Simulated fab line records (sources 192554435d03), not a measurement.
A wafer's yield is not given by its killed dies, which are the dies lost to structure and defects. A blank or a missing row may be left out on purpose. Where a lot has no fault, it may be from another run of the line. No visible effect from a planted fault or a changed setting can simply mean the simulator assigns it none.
Code-filled problem report in 8D (eight disciplines) form || flow n5_finfet || the parts of the form that need people (team, actions taken, sign-off) are left out

== 1. THE PROBLEM ==
At N5_PASSIVATION_PROBE_49, killed_at_contacts averages 130 over 2 wafers from 2 lots, while fault-free wafers read 12, standard deviation 6.2. Relative to the usual mean, that is a shift of +19 standard deviations.
Earliest sighting: wafer L215.1 on prober-02 at day 17 11:56. The record holds 9 wafers of 3 lots with a number at this step. Rule for "out", or "out of limits": more than 4 standard deviations from the usual mean. The other wafers with a number count as sound.

== 2. WHAT IT IS, AND WHAT IT ISN'T ==
{"question": "which readings at this step", "is": "killed_at_contacts, killed_dies", "is not": "killed_at_M0_to_M3, killed_at_M4_up, killed_at_front_end, killed_at_other, killed_open, killed_short"}
{"question": "which lots", "is": "L213, L215", "is not": "L199"}
{"question": "which wafers of those lots", "is": "L213.6, L215.1", "is not": "L213.3, L213.4, L215.4, L215.5"}
{"question": "read on which tools", "is": "prober-02", "is not": "-"}
{"question": "when", "is": "from day 17 11:56", "is not": "up to then (3 sound wafers); but 4 sound wafers of L213, L215 came after"}

== 3. WHAT RULES OUT EACH SUSPECT ==
Counting: any tool at a process step up to the reading remains a suspect provided it ran every lot that is out. Sound lots after the first of them don't rule it out here, since some wafers of a struck lot are sound.
- rie_diel-04 at N5_MOL_CONTACT_COAG_ETCH_105 (etches SiARC in CF4, target depth 15.6 nm, time 26 s): kept. It ran every lot that is out, first L213 (day 9 09:53).
- rie_metal-03 at N5_MIM_BOT_ETCH_ETCH_03 (etches the open film in Cl2/BCl3, target depth 12 nm): kept. It ran every lot that is out, first L215 (day 17 03:18).
- prober-02 at N5_PASSIVATION_PROBE_49: kept. Ran every lot that is out, first one L215 (day 17 11:56); last sound lot up to then L199 (day 13 16:16). Its own readings are out on those wafers: killed_at_contacts, killed_dies.
- rie_diel-04, N5_MOL_CONTACT_COAG_ETCH_105: wafers that are out in chamber 3, sound lot-mates in chambers 0, 1.
rie_diel-04 at N5_MOL_CONTACT_COAG_ETCH_105, rie_metal-03 at N5_MIM_BOT_ETCH_ETCH_03 and prober-02 at N5_PASSIVATION_PROBE_49 are what is left after counting.

== 4. THE CAUSE (what the simulator had put in) ==
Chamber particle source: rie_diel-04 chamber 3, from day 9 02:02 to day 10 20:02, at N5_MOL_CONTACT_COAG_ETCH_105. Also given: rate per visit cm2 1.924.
3 suspects survive the count, and this tool is in that group.

== 5. SEQUENCE OF EFFECTS, ordered by route ==
Each row: a reading whose mean over the struck wafers that have a number lies more than 3 standard deviations from the usual. Only readings whose record carries a usual standard deviation are examined. hours: median over the lots of the time between each lot's start at the first step of this table that gives one and its start at this step. sigmas: the change, counted in usual standard deviations.
{"hours": 0, "step": "N5_PASSIVATION_PROBE_49", "reading": "killed_at_contacts", "usual": 12, "on struck wafers": 130, "change": "+118", "sigmas": "+19"}
{"hours": 0, "step": "N5_PASSIVATION_PROBE_49", "reading": "killed_dies", "usual": 103, "on struck wafers": 230, "change": "+128", "sigmas": "+7.5"}
{"hours": 0, "step": "N5_PASSIVATION_PROBE_49", "reading": "killed_on_rim", "usual": 13, "on struck wafers": 30, "change": "+17", "sigmas": "+4.2"}
It contains these process steps:
- N5_PASSIVATION_PROBE_49

== 6. WHAT WOULD HAVE CAUGHT IT SOONER ==
The fault began at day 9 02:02; the first out-of-limits reading in this record came at day 17 11:56, 202 hours later.
Of the tool readings at N5_MOL_CONTACT_COAG_ETCH_105 for which the record gives a usual standard deviation, none was out on any struck wafer, so an alarm limit of 4 standard deviations on them would not have fired.
The start of N5_MOL_CONTACT_COAG_ETCH_105 on rie_diel-04 came by day 17 11:56 for every one of the lots that are out (2). Tool hold at that time: it would have spared none of them.
